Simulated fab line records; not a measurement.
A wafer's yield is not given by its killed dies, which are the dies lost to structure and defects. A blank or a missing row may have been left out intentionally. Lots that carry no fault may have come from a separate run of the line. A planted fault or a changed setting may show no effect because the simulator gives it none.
A lot that was struck, set against a sound lot / flow nandHarc / 11 steps out of a route of 1159
Sound: the wafers L493.1, L493.3, L493.4. Wafers struck: L500.1, L500.3, L500.5. Last of all comes the cause.
Each step with rows lists, per side, the tool, then ch with its chambers, then its first start. Under that, the readings that differ: sound wafers / struck wafers / difference of the means / sigmas: that difference in standard deviations of wafers without a fault.
alike: readings with means less than 2 such deviations apart, plus words and numbers identical on both sides. not compared: withheld readings, readings lacking a value on some wafer, bounds such as >300 that could conceal the same value, and numbers that have no deviation in the record and whose values overlap.
A row with sigmas, a row that says differs or no value, or rows on one side alone: a step with any of these is where the two part. Numbers that don't overlap but have no deviation are shown without sigmas and don't part them. A reading missing from all wafers of one side parts the sides only when that side holds two or more wafers.

NHARC_A_WL_FILL_INSPECT_15:
  struck on defectInspect-01, day 20 01:47; sound on defectInspect-01, day 17 18:09
  alike: rawDefectCount
NHARC_A_CONTACT_DEP_24: deposits SiO2, target thk 500 nm.
  sound on pecvd-03 ch 0,1, day 17 18:13; struck on pecvd-03 ch 0,1,2, day 20 01:55
  alike: heaterPowerW, throttleValvePct
NHARC_A_CONTACT_DEP_28: deposits aC, target thk 3600 nm.
  sound on aclDep-01 ch 0, day 17 18:49; struck on aclDep-01 ch 0, day 20 02:28
  alike: throttleValvePct
NHARC_A_CONTACT_DEP_29: deposits SiON, target thk 70 nm.
  sound on pecvd-04 ch 0,2, day 17 21:02; struck on pecvd-04 ch 0,1,2, day 20 04:43
  alike: heaterPowerW
then, 5 steps without rows for these wafers: NHARC_A_CONTACT_DEHYDRATE_32 (time 120 s); NHARC_A_CONTACT_HMDS_33 (time 30 s); NHARC_A_CONTACT_COAT_34 (time 75 s); NHARC_A_CONTACT_COAT_35 (time 65 s); NHARC_A_CONTACT_COAT_36 (resist thk 90 nm).
NHARC_A_CONTACT_SOFTBAKE_37: time 55 s.
  sound on lithoTrack-04 ch 0, day 17 21:00; struck on lithoTrack-06 ch 0, day 20 04:00
reading=heaterPowerTotalW (W); sound=188.35 188.41 188.34; struck=215.92 215.86 215.76; difference=+27.48; sigmas=+99 or more
then, 1 step without rows for these wafers: NHARC_A_CONTACT_EBR_38.

WHERE THEY PART
NHARC_A_CONTACT_SOFTBAKE_37 only, going by this record.

WHY: the cause the simulator had injected
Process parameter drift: lithoTrack-06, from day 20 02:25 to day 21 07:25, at NHARC_A_CONTACT_SOFTBAKE_37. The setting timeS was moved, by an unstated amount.
